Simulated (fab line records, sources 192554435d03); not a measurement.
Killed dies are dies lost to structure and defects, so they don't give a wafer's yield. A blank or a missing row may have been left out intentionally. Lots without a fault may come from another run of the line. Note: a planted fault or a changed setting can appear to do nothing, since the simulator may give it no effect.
2 desks looking at one fault + flow n5-finfet + what lay behind the numbers comes last; until then each desk has only its own

FROM THE METROLOGY DESK
Lot by lot, what the gauges showed, no matter which tool ran the lot: averages of those sampled wafers that carry a number. A lot is out of limits, marked OUT, if its mean lies more than 4 standard deviations from the usual mean; the brackets give that distance.
Columns: A = trench-depth-nm at N5_BEOL_M14_OCD_MEAS_35, usual 557 nm
| lot  | first seen here | A   |
|------|-----------------|-----|
| L324 | day 11 18:56    | 546 |
| L327 | day 12 06:16    | 554 |
| L330 | day 13 03:59    | 558 |
| L332 | day 13 20:20    | 556 |
| L337 | day 14 19:43    | 554 |
| L336 | day 15 00:44    | 546 |
| L339 | day 15 03:37    | 551 |
| L341 | day 15 12:09    | 566 |
| L344 | day 15 19:56    | 559 |
| L342 | day 15 23:43    | 558 |
| L343 | day 16 07:08    | 552 |
Result from this desk: across the 11 lots, nothing is out of limits.

DESK OF THE TOOL OWNER: litho-track-05
The tool's own readings at N5_BEOL_M15_COAT_58 (time 60 s, resist thk 89 nm): means of the sampled wafers that have a number, for each lot that ran on this tool. A lot is out of limits, marked OUT, if its mean lies more than 4 standard deviations from the usual mean; the brackets give that distance.
Columns: A = spin-speed-rpm at N5_BEOL_M15_COAT_58, usual 1500.0 rpm
| lot  | first seen here | A                        |
|------|-----------------|--------------------------|
| L324 | day 11 21:17    | 1500.4                   |
| L327 | day 12 11:20    | 1500.4                   |
| L330 | day 13 06:55    | 1644.6 (+99 or more) OUT |
| L332 | day 13 22:32    | 1643.7 (+99 or more) OUT |
Finding of this desk: L330, L332 out of limits; the first was L330 at day 13 06:55, on spin-speed-rpm at N5_BEOL_M15_COAT_58. L324, L327: within limits.

BROUGHT TOGETHER
The tool owner's desk could have raised an alarm at day 13 06:55, on L330, L332.
The metrology desk saw nothing out of limits.
The metrology desk holds a record of L330, L332, inside its limits.
Every lot named ran N5_BEOL_M15_COAT_58 on litho-track-05.

WHAT THE SIMULATOR HAD PUT IN
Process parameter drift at N5_BEOL_M15_COAT_58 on litho-track-05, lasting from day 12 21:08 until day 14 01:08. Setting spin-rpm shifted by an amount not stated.
Struck lots among those shown: L330, L332.
Time in hours from fault onset to the first out-of-limits reading at each desk: the tool owner's desk, 10.
